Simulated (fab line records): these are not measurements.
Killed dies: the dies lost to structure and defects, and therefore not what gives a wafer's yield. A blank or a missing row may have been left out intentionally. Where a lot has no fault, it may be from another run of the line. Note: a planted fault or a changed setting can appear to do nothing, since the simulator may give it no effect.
fab line records    flow nandHarc
[record] lots = 13  wafers = 39  lastDay = 25
route steps=1159 shown THIN_TSV@1116 END@1159
lots untouched by any fault: they come from a run of this same line in which no faults occurred
startH: the number of hours between the record's first day and the start of the first shown wafer of the lot    waitH: time in hours since the lot's previous step    " unchanged from the row above    L1.1+2: several wafers, shown together as one row    - no value, or no start was given    * or withheld: withheld    < > ~ a bound
route shown NAME@n: a module of which the file shows steps, and the number in the route of the first    usual: mean/standard deviation taken from wafers without a fault    same: alike in all rows    chamber/n: place in a boat    sites: per-site readings    _std_site: their standard deviation    _edge_site: outer sites' mean less inner sites'    radiusMm: how far each site lies from the wafer's centre    mask NAME#n: copy n    behind: tool/chamber where the wafer was last shaped    hold: cause of the lot's hold/its duration in hours/its outcome    device: names the non-switching transistor (n, p or np)    end of line: the route-end tests of the same wafers    a step with no rows: only its recipe    killed: at the first sort, the dies lost to defects and structure; wafer yield is something else    map: dies across one wafer; x = killed, . = not, _ = none there
set.NAME: the setting that was run; set.NAME@STEP: the one run at that earlier step    model.NAME: the simulator's own value behind a step, which no gauge read
a sample of lots followed through the steps of the route, with each step as a table and each wafer as a row
services: from which hour (startH, from the record's first day; less than 0 if before it) a tool's chamber was out of use, for how many hours, and why
[[steps]]
[step NHARC_THIN_TSV_CD_MEAS_12]
[recipe] targetCdNm = 1000  landingEnergyEv = 500
[usual] cdNm = 1000.3/2.1
lot.wafer  tool      chamber  startH  waitH  cdNm
L248.1     cdSem-01  0        436.64  -      1001.4
L248.2     "         0        "       "      999.4
L248.6     "         0        "       "      1001.4
L247.2     cdSem-02  0        437.85  -      1002.6
L247.4     "         0        "       "      1002.6
L247.6     "         0        "       "      999.8
L250.1     cdSem-03  0        439.69  -      998.9
L250.2     "         0        "       "      996.9
L250.5     "         0        "       "      997.6
L252.4     cdSem-03  0        455.13  -      1003.8
L252.5     "         0        "       "      1001.9
L252.6     "         0        "       "      1005.2
L249.3     cdSem-02  0        461.86  -      999.4
L249.4     "         0        "       "      997.3
L249.6     "         0        "       "      998.4
L253.1     cdSem-03  0        469.52  -      1002.1
L253.2     "         0        "       "      1002.4
L253.4     "         0        "       "      1001.9
L263.3     cdSem-01  0        519.97  -      1003.4
L263.4     "         0        "       "      998.7
L263.6     "         0        "       "      999.1
L265.2     cdSem-03  0        531.31  -      1002.8
L265.3     "         0        "       "      1000.9
L265.4     "         0        "       "      1001.1
L264.1     cdSem-02  0        532.49  -      1001.6
L264.3     "         0        "       "      1001.9
L264.6     "         0        "       "      999.9
L262.2     cdSem-03  0        533.69  -      1001.0
L262.3     "         0        "       "      998.5
L262.4     "         0        "       "      1001.2
L266.1     cdSem-03  0        541.26  -      998.8
L266.2     "         0        "       "      1000.8
L266.4     "         0        "       "      999.8
L268.1     cdSem-01  0        556.30  -      997.7
L268.4     "         0        "       "      1000.0
L268.6     "         0        "       "      998.6
L267.1     cdSem-03  0        568.29  -      996.4
L267.3     "         0        "       "      998.9
L267.5     "         0        "       "      997.6
[step NHARC_THIN_TSV_ANNEAL_52]
[recipe] tempC = 225  timeS = 90
[usual] wafer_temp_C_max = 226.5/0.38
lot.wafer  tool          chamber  startH  waitH  wafer_temp_C_max
L248.1     rtpAnneal-01  0        441.01  0.5    226.2
L248.2     "             0        "       "      226.6
L248.6     "             0        "       "      227.4
L247.2     rtpAnneal-02  0        442.78  0.9    226.2
L247.4     "             0        "       "      226.0
L247.6     "             0        "       "      226.2
L250.1     rtpAnneal-01  0        444.12  0.6    227.3
L250.2     "             0        "       "      226.3
L250.5     "             0        "       "      226.4
L252.4     rtpAnneal-01  0        459.38  0.5    226.0
L252.5     "             0        "       "      225.9
L252.6     "             0        "       "      226.5
L249.3     rtpAnneal-02  0        466.25  0.5    226.3
L249.4     "             0        "       "      226.3
L249.6     "             0        "       "      226.0
L253.1     rtpAnneal-01  0        473.49  0.6    226.8
L253.2     "             0        "       "      226.6
L253.4     "             0        "       "      226.6
L263.3     rtpAnneal-01  0        524.36  0.5    226.8
L263.4     "             0        "       "      226.5
L263.6     "             0        "       "      226.7
L265.2     rtpAnneal-02  0        535.55  0.7    226.4
L265.3     "             0        "       "      226.1
L265.4     "             0        "       "      227.2
L264.1     rtpAnneal-02  0        536.48  0.5    226.2
L264.3     "             0        "       "      226.2
L264.6     "             0        "       "      226.0
L262.2     rtpAnneal-02  0        537.76  0.6    226.5
L262.3     "             0        "       "      226.5
L262.4     "             0        "       "      226.5
L266.1     rtpAnneal-01  0        546.33  0.7    226.7
L266.2     "             0        "       "      226.5
L266.4     "             0        "       "      226.8
L268.1     rtpAnneal-01  0        560.31  0.6    226.2
L268.4     "             0        "       "      226.9
L268.6     "             0        "       "      226.9
L267.1     rtpAnneal-02  0        572.34  0.6    225.8
L267.3     "             0        "       "      226.4
L267.5     "             0        "       "      226.6
[step NHARC_THIN_TSV_PVD_24]
[recipe] targetThkA = 8000  powerW = withheld  chamberPressurePa = withheld  substrateTempC = withheld  timeS = withheld  gas = Ar  material = Al
lot.wafer   tool           chamber  startH  waitH
L248.2+1+6  pvdSputter-02  -        442.17  0.1
L247.2+4+6  pvdSputter-03  -        443.85  0.1
L250.1+2+5  pvdSputter-03  -        445.32  0.2
L252.4+5+6  pvdSputter-01  -        460.59  0.2
L249.3+4+6  pvdSputter-02  -        467.44  0.1
L253.1+2+4  pvdSputter-02  -        474.67  0.2
L263.4+3+6  pvdSputter-02  -        525.48  0.2
L265.2+3+4  pvdSputter-03  -        536.61  0.1
L264.3+1+6  pvdSputter-01  -        537.58  0.1
L262.4+2+3  pvdSputter-03  -        538.82  0.1
L266.2+4+1  pvdSputter-02  -        547.45  0.1
L268.1+4+6  pvdSputter-02  -        561.47  0.1
L267.3+1+5  pvdSputter-03  -        573.44  0.1
[step NHARC_THIN_TSV_ETCH_59]
[recipe] targetDepthA = 8800  icpW = 900  biasW = 100  Cl2_flow_sccm = 60  bcl3FlowSccm = 30  timeS = 138.1  chemistry = Cl2/BCl3
[usual] drypumpMotorCurrentA = 5.73/0.24  oesProductAu = 0.999/0.012  throttleValvePct = 22.265/0.0093
lot.wafer  tool         chamber  startH  waitH  drypumpMotorCurrentA  oesProductAu  rfHoursCounterH  throttleValvePct
L248.1     rieMetal-02  1        443.14  0.1    6.02                  0.991         1.1              22.266
L248.2     "            0        "       "      5.67                  0.987         1.1              22.254
L248.6     "            1        "       "      6.03                  0.994         -                22.272
L247.2     rieMetal-03  1        445.00  0.1    5.80                  0.992         4.7              22.276
L247.4     "            0        "       "      5.95                  0.992         -                22.274
L247.6     "            1        "       "      5.79                  0.993         -                22.275
L250.2     rieMetal-01  1        446.40  0.1    5.34                  0.998         3.1              22.260
L250.1     "            0        "       "      5.43                  1.023         3.1              22.271
L250.5     "            1        "       "      5.35                  1.000         -                22.268
L252.4     rieMetal-02  0        461.75  0.2    5.68                  0.985         -                22.260
L252.5     "            1        "       "      6.02                  0.995         -                22.274
L252.6     "            0        "       "      5.67                  0.983         -                22.280
L249.3     rieMetal-01  0        468.65  0.2    5.43                  1.011         -                22.266
L249.4     "            1        "       "      5.39                  0.996         -                22.262
L249.6     "            1        "       "      5.39                  0.991         -                22.273
L253.2     rieMetal-02  1        475.74  0.1    6.03                  0.994         2.2              22.265
L253.1     "            0        "       "      5.65                  0.986         2.2              22.268
L253.4     "            1        "       "      6.02                  0.994         -                22.276
L263.3     rieMetal-02  1        526.60  0.2    6.02                  0.996         -                22.276
L263.4     "            0        "       "      5.64                  0.998         -                22.258
L263.6     "            0        "       "      5.64                  0.988         -                22.263
L265.2     rieMetal-01  0        537.82  0.2    5.42                  1.009         -                22.276
L265.3     "            0        "       "      5.44                  1.017         -                22.269
L265.4     "            0        "       "      5.45                  1.013         -                22.270
L264.1     rieMetal-02  0        538.71  0.1    5.65                  0.998         4.1              22.263
L264.3     "            0        "       "      5.69                  0.995         -                22.237
L264.6     "            0        "       "      5.68                  0.995         -                22.276
L262.2     rieMetal-01  0        540.03  0.2    5.48                  1.009         -                22.243
L262.3     "            0        "       "      5.46                  1.010         -                22.259
L262.4     "            0        "       "      5.45                  1.007         -                22.262
L266.2     rieMetal-02  1        548.44  0.1    6.02                  0.990         4.6              22.254
L266.1     "            0        "       "      5.68                  0.996         4.6              22.267
L266.4     "            0        "       "      5.69                  1.000         -                22.263
L268.1     rieMetal-03  1        562.58  0.1    5.77                  0.973         2.5              22.253
L268.4     "            1        "       "      5.80                  0.981         -                22.261
L268.6     "            1        "       "      5.78                  0.980         -                22.259
L267.1     rieMetal-02  0        574.62  0.1    5.65                  0.996         0.0              22.247
L267.3     "            1        "       "      6.03                  1.002         -                22.274
L267.5     "            1        "       "      6.01                  1.002         -                22.259
[step NHARC_END_SORT_01]
[recipe] tempC = 25
[usual] defectLimitedYield = 95.4/1.8  killedAtArray = 27/11  killedAtOther = 0.7/1.1  killedAtPeriphery = 3.4/2.1  killedDies = 31/12  killedOpen = 3.6/2  killedShort = 2.0/1.3  sort_bin_2_pct = 1.5/0.71  sort_bin_3_pct = 0.25/0.22  sort_bin_4_pct = 2.9/1.2  sortNPass = 646/12  sortRimYieldPct = 95.0/2.5  sortYieldPct = 95.4/1.8
[same] grossDies = 677  sort_bin_5_pct[%] = 0  sort_bin_6_pct[%] = 0  sort_bin_7_pct[%] = 0  sort_bin_8_pct[%] = 0  sortRimNGross = 106.00
lot.wafer  tool       chamber  startH  waitH  defectLimitedYield[%]  killedAtArray  killedAtOther  killedAtPeriphery  killedDies  killedOpen  killedShort  sort_bin_2_pct[%]  sort_bin_3_pct[%]  sort_bin_4_pct[%]  sortNPass  sortRimYieldPct[%]  sortYieldPct[%]
L248.1     prober-01  0        450.72  2.5    97.0                   16             1              3                  20          6           2            0.3                0.15               2.5                657        94.3                97.0
L248.2     prober-01  0        451.52  2.8    97.2                   15             0              4                  19          3           2            0.9                0                  1.9                658        98.1                97.2
L248.6     prober-01  0        454.68  4.0    97.3                   16             0              2                  18          5           0            1.2                0                  1.5                659        98.1                97.3
L250.1     prober-01  0        458.50  2.5    96.8                   18             1              3                  22          2           0            1.0                0.30               1.9                655        97.2                96.8
L250.2     prober-01  0        459.31  2.8    93.9                   33             2              6                  41          4           2            2.2                0                  3.8                636        96.2                93.9
L250.5     prober-01  0        461.73  3.7    95.4                   24             0              7                  31          1           0            1.5                0.30               2.8                646        97.2                95.4
L247.2     prober-02  0        459.29  2.8    95.9                   26             1              1                  28          6           1            1.6                0.30               2.2                649        98.1                95.9
L247.4     prober-02  0        460.89  3.4    96.6                   18             0              5                  23          2           3            1.3                0.15               1.9                654        94.3                96.6
L247.6     prober-02  0        462.48  4.0    96.3                   22             0              3                  25          1           2            1.2                0                  2.5                652        92.5                96.3
L252.4     prober-02  0        472.80  3.4    97.6                   11             0              5                  16          0           0            0.3                0.15               1.9                661        99.1                97.6
L252.5     prober-02  0        473.61  3.7    97.2                   14             0              5                  19          5           0            0.9                0.15               1.8                658        96.2                97.2
L252.6     prober-02  0        474.42  4.1    97.6                   15             0              1                  16          4           0            1.0                0.15               1.2                661        97.2                97.6
L249.3     prober-01  0        479.76  3.1    96.8                   15             2              5                  22          6           1            1.2                0.30               1.8                655        94.3                96.8
L249.4     prober-01  0        480.56  3.4    96.6                   22             0              1                  23          0           1            1.3                0                  2.1                654        97.2                96.6
L249.6     prober-01  0        482.15  4.0    95.4                   27             0              4                  31          3           1            1.3                0.30               3.0                646        92.5                95.4
L253.1     prober-01  0        485.96  2.5    97.2                   19             0              0                  19          3           2            0.6                0                  2.2                658        98.1                97.2
L253.2     prober-01  0        486.76  2.8    96.0                   24             0              3                  27          2           3            0.9                0.30               2.8                650        91.5                96.0
L253.4     prober-01  0        488.37  3.4    95.3                   26             1              5                  32          8           0            1.3                0                  3.4                645        93.4                95.3
L263.3     prober-02  0        534.21  3.1    0                      17             657            3                  677         1           4            97.8               0.15               2.1                0          0                   0
L263.4     prober-02  0        535.00  3.4    0                      29             647            1                  677         4           3            96.9               0.59               2.5                0          0                   0
L263.6     prober-02  0        536.59  4.0    0                      24             653            0                  677         1           2            98.2               0.15               1.6                0          0                   0
L265.2     prober-01  0        547.24  2.8    97.6                   16             0              0                  16          1           1            0.6                0.30               1.5                661        95.3                97.6
L265.3     prober-01  0        548.04  3.1    97.6                   15             0              1                  16          2           2            0.7                0                  1.6                661        95.3                97.6
L265.4     prober-01  0        548.84  3.4    96.2                   20             1              5                  26          3           2            1.9                0.15               1.8                651        95.3                96.2
L264.1     prober-02  0        548.16  2.5    0                      24             644            9                  677         3           1            96.5               0.15               3.4                0          0                   0
L264.3     prober-02  0        549.77  3.1    0                      37             634            6                  677         2           6            96.0               0.44               3.5                0          0                   0
L264.6     prober-02  0        552.20  4.0    0                      22             647            8                  677         5           2            97.0               0.15               2.8                0          0                   0
L262.2     prober-01  0        555.06  2.8    0                      50             620            7                  677         3           2            94.1               0.74               5.2                0          0                   0
L262.3     prober-01  0        555.86  3.1    0                      48             621            8                  677         7           1            94.5               0.30               5.2                0          0                   0
L262.4     prober-01  0        556.67  3.4    0                      46             626            5                  677         3           0            94.5               0.15               5.3                0          0                   0
L266.1     prober-02  0        557.17  2.6    95.3                   32             0              0                  32          2           1            1.8                0.44               2.5                645        97.2                95.3
L266.2     prober-02  0        557.99  2.9    93.4                   42             0              3                  45          5           2            3.1                0.44               3.1                632        95.3                93.4
L266.4     prober-02  0        559.63  3.5    93.8                   41             0              1                  42          3           1            2.5                0.15               3.5                635        95.3                93.8
L268.1     prober-01  0        570.98  2.5    97.8                   14             0              1                  15          2           3            0.1                0.15               1.9                662        93.4                97.8
L268.4     prober-01  0        573.46  3.5    96.8                   20             0              2                  22          1           3            1.3                0.30               1.6                655        96.2                96.8
L268.6     prober-01  0        575.12  4.1    96.6                   20             0              3                  23          4           3            0.6                0.15               2.7                654        91.5                96.6
L267.1     prober-01  0        588.30  2.5    94.1                   30             4              6                  40          4           2            1.5                0.74               3.7                637        87.7                94.1
L267.3     prober-01  0        589.91  3.1    95.3                   26             4              2                  32          6           1            1.6                0.15               3.0                645        91.5                95.3
L267.5     prober-01  0        591.52  3.7    95.0                   30             2              2                  34          5           1            1.2                0.15               3.7                643        93.4                95.0
// killed by level:class
L248.1 A_CONTACT:chamberFilmFlake=3 A_ONON_D1:geometricParticle:open=2 A_CHANNEL_HOLE_D1:chamberFilmFlake=2 P_CONTACT:geometricParticle:open=1 A_ONON_D1:geometricParticle:short=1 A_CHANNEL_HOLE_D1:geometricParticle:short=1 A_WL_FILL:geometricParticle:open=1 A_BLC:geometricParticle:open=1
L248.2 A_CHANNEL_HOLE_D1:chamberFilmFlake=4 A_CONTACT:chamberFilmFlake=3 A_CHANNEL_FILL_D1:chamberFilmFlake=2 A_STAIRCASE:chamberFilmFlake=2 P_STI:geometricParticle:short=1 P_GATE:geometricParticle:short=1 P_CONTACT:geometricParticle:open=1 A_BLC:geometricParticle:open=1
L248.6 A_M0:geometricParticle:open=3 A_STAIRCASE:chamberFilmFlake=3 A_CONTACT:chamberFilmFlake=3 A_CHANNEL_FILL_D1:chamberFilmFlake=2 A_WL_FILL:chamberFilmFlake=2 A_CHANNEL_FILL_D1:geometricParticle:open=1 A_WL_FILL:geometricParticle:open=1 P_ZERO_WELL:chamberFilmFlake=1
L250.1 A_CHANNEL_HOLE_D1:chamberFilmFlake=13 A_SLIT:chamberFilmFlake=2 A_CONTACT:chamberFilmFlake=2 P_CONTACT:geometricParticle:open=1 P_ZERO_WELL:chamberFilmFlake=1 P_M2:chamberFilmFlake=1 STARTING-WAFER:geometricParticle:open=1 A_STAIRCASE:chamberFilmFlake=1
L247.2 A_SLIT:chamberFilmFlake=10 A_CHANNEL_HOLE_D1:chamberFilmFlake=3 A_CHANNEL_FILL_D1:chamberFilmFlake=3 A_M0:geometricParticle:open=2 A_STAIRCASE:chamberFilmFlake=2 A_CONTACT:chamberFilmFlake=2 P_STI:geometricParticle:open=1 A_SOURCE_PLATE:geometricParticle:open=1
L250.2 A_CHANNEL_HOLE_D1:chamberFilmFlake=20 P_ZERO_WELL:chamberFilmFlake=3 A_CONTACT:chamberFilmFlake=3 A_STAIRCASE:chamberFilmFlake=3 A_SLIT:chamberFilmFlake=3 STARTING-WAFER:geometricParticle:open=2 P_CONTACT:geometricParticle:open=1 P_CONTACT:geometricParticle:short=1
L247.4 A_SLIT:chamberFilmFlake=6 A_CONTACT:chamberFilmFlake=4 A_STAIRCASE:chamberFilmFlake=3 P_GATE:chamberFilmFlake=2 A_CHANNEL_HOLE_D1:chamberFilmFlake=2 P_M0:geometricParticle:short=1 P_M1:geometricParticle:open=1 A_CHANNEL_FILL_D1:geometricParticle:short=1
L250.5 A_CHANNEL_HOLE_D1:chamberFilmFlake=11 A_CONTACT:chamberFilmFlake=8 P_ZERO_WELL:chamberFilmFlake=5 A_STAIRCASE:chamberFilmFlake=2 P_M1:geometricParticle:open=1 P_STI:chamberFilmFlake=1 A_ZERO_WELL:chamberFilmFlake=1 A_CHANNEL_FILL_D1:chamberFilmFlake=1
L247.6 A_SLIT:chamberFilmFlake=6 A_STAIRCASE:chamberFilmFlake=5 A_CHANNEL_HOLE_D1:chamberFilmFlake=3 P_CONTACT:chamberFilmFlake=2 A_CHANNEL_FILL_D1:chamberFilmFlake=2 A_CONTACT:chamberFilmFlake=2 A_WL_FILL:geometricParticle:short=1 A_WL_FILL:geometricParticle:open=1
L252.4 A_STAIRCASE:chamberFilmFlake=6 A_BLC:chamberFilmFlake=3 P_ZERO_WELL:chamberFilmFlake=2 P_STI:chamberFilmFlake=2 A_CHANNEL_HOLE_D1:chamberFilmFlake=2 P_GATE:chamberFilmFlake=1
L252.5 A_STAIRCASE:chamberFilmFlake=6 P_M0:geometricParticle:open=2 P_STI:chamberFilmFlake=2 A_CHANNEL_HOLE_D1:chamberFilmFlake=2 A_WL_FILL:chamberFilmFlake=2 P_CONTACT:geometricParticle:open=1 A_WL_FILL:geometricParticle:open=1 A_CONTACT:geometricParticle:open=1
L252.6 A_CHANNEL_HOLE_D1:chamberFilmFlake=3 A_STAIRCASE:chamberFilmFlake=3 A_ZERO_WELL:chamberFilmFlake=2 A_CONTACT:chamberFilmFlake=2 A_BLC:chamberFilmFlake=2 P_M1:geometricParticle:open=1 A_ONON_D1:geometricParticle:open=1 A_WL_FILL:geometricParticle:open=1
L249.3 A_SLIT:chamberFilmFlake=4 A_BLC:chamberFilmFlake=4 A_STAIRCASE:chamberFilmFlake=3 STARTING-WAFER:geometricParticle:open=2 P_GATE:chamberFilmFlake=2 P_STI:geometricParticle:open=1 P_M0:geometricParticle:open=1 A_ONON_D1:geometricParticle:open=1
L249.4 A_SLIT:chamberFilmFlake=13 A_BLC:chamberFilmFlake=4 A_STAIRCASE:chamberFilmFlake=2 A_ONON_D1:geometricParticle:short=1 P_GATE:chamberFilmFlake=1 A_ZERO_WELL:chamberFilmFlake=1 A_BONDPAD:chamberFilmFlake=1
L249.6 A_SLIT:chamberFilmFlake=11 A_BONDPAD:chamberFilmFlake=6 A_CHANNEL_HOLE_D1:chamberFilmFlake=3 A_STAIRCASE:chamberFilmFlake=3 P_GATE:chamberFilmFlake=2 A_BLC:chamberFilmFlake=2 P_GATE:geometricParticle:short=1 P_M0:geometricParticle:open=1
L253.1 A_SLIT:chamberFilmFlake=7 A_CHANNEL_FILL_D1:chamberFilmFlake=3 A_CONTACT:geometricParticle:open=2 A_STAIRCASE:chamberFilmFlake=2 A_CONTACT:chamberFilmFlake=2 A_SOURCE_PLATE:geometricParticle:open=1 A_SOURCE_PLATE:geometricParticle:short=1 A_M1:geometricParticle:short=1
L253.2 A_SLIT:chamberFilmFlake=7 A_CHANNEL_FILL_D1:chamberFilmFlake=5 A_STAIRCASE:chamberFilmFlake=4 A_CONTACT:chamberFilmFlake=3 P_STI:geometricParticle:short=1 P_M0:geometricParticle:open=1 A_ONON_D1:geometricParticle:short=1 A_SGD_CUT:geometricParticle:open=1
L253.4 A_SLIT:chamberFilmFlake=13 A_CONTACT:geometricParticle:open=3 A_SGD_CUT:geometricParticle:open=2 P_GATE:chamberFilmFlake=2 A_CHANNEL_FILL_D1:chamberFilmFlake=2 A_STAIRCASE:chamberFilmFlake=2 P_BONDPAD:geometricParticle:open=1 A_CHANNEL_FILL_D1:geometricParticle:open=1
L263.3 THIN_TSV:areaPvd=657 A_SLIT:chamberFilmFlake=5 A_CHANNEL_HOLE_D1:chamberFilmFlake=4 A_CONTACT:chamberFilmFlake=4 P_M1:geometricParticle:short=1 A_ONON_D1:geometricParticle:short=1 A_WL_FILL:geometricParticle:short=1 A_WL_FILL:geometricParticle:open=1
L263.4 THIN_TSV:areaPvd=647 A_SLIT:chamberFilmFlake=18 A_WL_FILL:chamberFilmFlake=3 P_M0:geometricParticle:open=1 A_ONON_D1:geometricParticle:short=1 A_ONON_D1:geometricParticle:open=1 A_SGD_CUT:geometricParticle:short=1 A_WL_FILL:geometricParticle:short=1
L263.6 THIN_TSV:areaPvd=653 A_SLIT:chamberFilmFlake=12 A_CHANNEL_HOLE_D1:chamberFilmFlake=6 A_CONTACT:chamberFilmFlake=2 A_ONON_D1:geometricParticle:short=1 A_CONTACT:geometricParticle:open=1 A_M0:geometricParticle:short=1 A_STAIRCASE:chamberFilmFlake=1
L265.2 A_SLIT:chamberFilmFlake=6 A_CHANNEL_HOLE_D1:chamberFilmFlake=4 A_CONTACT:chamberFilmFlake=4 A_CHANNEL_FILL_D1:geometricParticle:open=1 A_SGD_CUT:geometricParticle:short=1
L265.3 A_SLIT:chamberFilmFlake=5 A_SGD_CUT:chamberFilmFlake=3 A_CONTACT:chamberFilmFlake=3 P_STI:geometricParticle:short=1 A_WL_FILL:geometricParticle:open=1 A_M0:geometricParticle:open=1 A_M1:geometricParticle:short=1 A_CHANNEL_HOLE_D1:chamberFilmFlake=1
L264.1 THIN_TSV:areaPvd=644 A_CHANNEL_HOLE_D1:chamberFilmFlake=20 P_BONDPAD:chamberFilmFlake=4 P_GATE:chamberFilmFlake=2 P_M1:chamberFilmFlake=2 P_STI:geometricParticle:open=1 A_CHANNEL_FILL_D1:geometricParticle:open=1 A_CHANNEL_FILL_D1:geometricParticle:short=1
L265.4 A_SLIT:chamberFilmFlake=9 A_CHANNEL_HOLE_D1:chamberFilmFlake=5 P_GATE:chamberFilmFlake=2 P_GATE:geometricParticle:open=1 A_CHANNEL_HOLE_D1:geometricParticle:open=1 A_WL_FILL:geometricParticle:short=1 A_M1:geometricParticle:short=1 STARTING-WAFER:geometricParticle:open=1
L264.3 THIN_TSV:areaPvd=634 A_CHANNEL_HOLE_D1:chamberFilmFlake=26 P_BONDPAD:chamberFilmFlake=5 A_CONTACT:geometricParticle:short=2 A_CONTACT:chamberFilmFlake=2 A_SOURCE_PLATE:geometricParticle:short=1 A_CHANNEL_HOLE_D1:geometricParticle:short=1 A_STAIRCASE:geometricParticle:open=1
L264.6 THIN_TSV:areaPvd=646 A_CHANNEL_HOLE_D1:chamberFilmFlake=17 P_GATE:chamberFilmFlake=3 P_BONDPAD:chamberFilmFlake=2 P_M0:geometricParticle:open=1 P_M1:geometricParticle:open=1 A_ONON_D1:geometricParticle:short=1 A_SLIT:geometricParticle:open=1
L262.2 THIN_TSV:areaPvd=617 A_CHANNEL_HOLE_D1:chamberFilmFlake=24 A_SLIT:chamberFilmFlake=8 A_CONTACT:chamberFilmFlake=8 A_STAIRCASE:chamberFilmFlake=7 P_ZERO_WELL:chamberFilmFlake=4 THIN_TSV:chamberFilmFlake=3 A_WL_FILL:geometricParticle:open=2
L262.3 THIN_TSV:areaPvd=620 A_CHANNEL_HOLE_D1:chamberFilmFlake=19 A_SLIT:chamberFilmFlake=13 A_STAIRCASE:chamberFilmFlake=5 P_ZERO_WELL:chamberFilmFlake=4 A_CONTACT:chamberFilmFlake=4 A_BLC:geometricParticle:open=3 P_STI:chamberFilmFlake=2
L262.4 THIN_TSV:areaPvd=626 A_CHANNEL_HOLE_D1:chamberFilmFlake=26 A_STAIRCASE:chamberFilmFlake=7 A_SLIT:chamberFilmFlake=6 P_ZERO_WELL:chamberFilmFlake=4 A_CONTACT:chamberFilmFlake=4 P_M2:geometricParticle:open=1 A_CHANNEL_FILL_D1:geometricParticle:open=1
L266.1 A_CHANNEL_HOLE_D1:chamberFilmFlake=19 A_ZERO_WELL:chamberFilmFlake=4 A_WL_FILL:chamberFilmFlake=2 A_CONTACT:chamberFilmFlake=2 A_CHANNEL_FILL_D1:geometricParticle:open=1 A_CONTACT:geometricParticle:short=1 A_CONTACT:geometricParticle:open=1 A_STAIRCASE:chamberFilmFlake=1
L266.2 A_CHANNEL_HOLE_D1:chamberFilmFlake=27 A_CONTACT:chamberFilmFlake=4 A_ZERO_WELL:chamberFilmFlake=3 A_SGD_CUT:chamberFilmFlake=3 A_CONTACT:geometricParticle:open=2 P_STI:geometricParticle:short=1 P_CONTACT:geometricParticle:open=1 A_CHANNEL_FILL_D1:geometricParticle:short=1
L266.4 A_CHANNEL_HOLE_D1:chamberFilmFlake=30 A_CONTACT:chamberFilmFlake=4 A_SGD_CUT:chamberFilmFlake=2 P_M0:geometricParticle:open=1 A_CHANNEL_FILL_D1:geometricParticle:open=1 A_WL_FILL:geometricParticle:short=1 A_M0:geometricParticle:open=1 A_ZERO_WELL:chamberFilmFlake=1
L268.1 A_CHANNEL_HOLE_D1:chamberFilmFlake=5 A_CONTACT:chamberFilmFlake=2 A_CHANNEL_FILL_D1:geometricParticle:short=2 A_M0:chamberFilmFlake=2 P_M0:geometricParticle:open=1 A_CONTACT:geometricParticle:short=1 A_CONTACT:geometricParticle:open=1 A_SLIT:chamberFilmFlake=1
L268.4 A_CHANNEL_HOLE_D1:chamberFilmFlake=10 A_CONTACT:chamberFilmFlake=3 A_SOURCE_PLATE:geometricParticle:short=1 A_CHANNEL_FILL_D1:geometricParticle:short=1 A_WL_FILL:geometricParticle:short=1 A_WL_FILL:geometricParticle:open=1 P_GATE:chamberFilmFlake=1 P_CONTACT:chamberFilmFlake=1
L268.6 A_CHANNEL_HOLE_D1:chamberFilmFlake=6 A_CONTACT:geometricParticle:open=3 P_GATE:chamberFilmFlake=3 A_STAIRCASE:chamberFilmFlake=3 A_SLIT:chamberFilmFlake=2 A_M0:chamberFilmFlake=2 A_SOURCE_PLATE:geometricParticle:short=1 A_ONON_D1:geometricParticle:short=1
L267.1 A_SLIT:chamberFilmFlake=11 A_CHANNEL_HOLE_D1:chamberFilmFlake=10 THIN_TSV:chamberFilmFlake=4 P_ZERO_WELL:chamberFilmFlake=3 A_CONTACT:geometricParticle:open=2 A_WL_FILL:chamberFilmFlake=2 A_CONTACT:chamberFilmFlake=2 P_GATE:geometricParticle:short=1
L267.3 A_SLIT:chamberFilmFlake=9 A_CHANNEL_HOLE_D1:chamberFilmFlake=7 A_CONTACT:chamberFilmFlake=3 THIN_TSV:chamberFilmFlake=3 P_GATE:geometricParticle:open=1 P_CONTACT:geometricParticle:short=1 A_CHANNEL_HOLE_D1:geometricParticle:open=1 A_CONTACT:geometricParticle:open=1
L267.5 A_SLIT:chamberFilmFlake=12 A_CHANNEL_HOLE_D1:chamberFilmFlake=11 P_CONTACT:geometricParticle:open=2 THIN_TSV:chamberFilmFlake=2 A_CHANNEL_HOLE_D1:geometricParticle:open=1 A_CONTACT:geometricParticle:open=1 A_BLC:geometricParticle:open=1 A_M0:geometricParticle:short=1
[[services]]
tool           chamber  startH  hours  kind
pvdSputter-03  -        435.41  0.5    repair
rieMetal-03    -        453.19  9.0    pm
rieMetal-03    0        453.19  9.0    ventCycle
rieMetal-03    1        453.19  9.0    ventCycle
pvdSputter-03  -        458.04  10.0   pm
rieMetal-03    0        462.19  -      clean
rieMetal-03    1        462.19  -      clean
pvdSputter-01  -        464.33  4.0    repair
rieMetal-03    1        490.60  16.5   repair
pvdSputter-03  -        495.71  0.8    repair
rieMetal-01    -        509.00  9.0    pm
rieMetal-01    0        509.00  9.0    ventCycle
rieMetal-01    1        509.00  9.0    ventCycle
rieMetal-01    0        518.00  -      clean
rieMetal-01    1        518.00  -      clean
pvdSputter-01  -        519.53  10.0   pm
rieMetal-01    1        528.16  36.2   repair
pvdSputter-02  -        547.95  1.1    repair
rieMetal-02    -        565.00  9.0    pm
rieMetal-02    0        565.00  9.0    ventCycle
rieMetal-02    1        565.00  9.0    ventCycle
pvdSputter-02  -        573.91  10.0   pm
rieMetal-02    0        574.00  -      clean
rieMetal-02    1        574.00  -      clean
[[key]]
[firstSign] step = NHARC_END_SORT_01  reading = killedAtOther  direction = up  sigmas = 99+  usual = 0.7  struck = 638.8
[effect] step = NHARC_END_SORT_01  reading = sort_bin_2_pct  direction = up  sigmas = 99+  usual = 1.5  struck = 96.2
[moreKillsBornAt] NHARC_THIN_TSV_PVD_24@pvdSputter-02 = 1957  NHARC_THIN_TSV_PVD_24@pvdSputter-01 = 1924  NHARC_THIN_TSV_PVD_24@pvdSputter-03 = 1863
metAt NHARC_THIN_TSV_PVD_24
struckLots L262,L263,L264
laterRowsLeftOut L262.2,L262.3,L262.4,L263.3,L263.4,L263.6,L264.1,L264.3,L264.6
notActingAt NHARC_THIN_TSV_CD_MEAS_12,NHARC_THIN_TSV_ANNEAL_52,NHARC_THIN_TSV_ETCH_59
onsetBetween 474.67 525.48
[fault] kind = skippedStepWhole  tool = pvdSputter-01,pvdSputter-02,pvdSputter-03  chamber = -  onsetH = 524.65  steps = NHARC_THIN_TSV_PVD_24  scope = struckLotsOnly
// laterRowsLeftOut: the simulator's readings of these wafers behind a module that went badly wrong aren't trusted and aren't shown, but for the sort
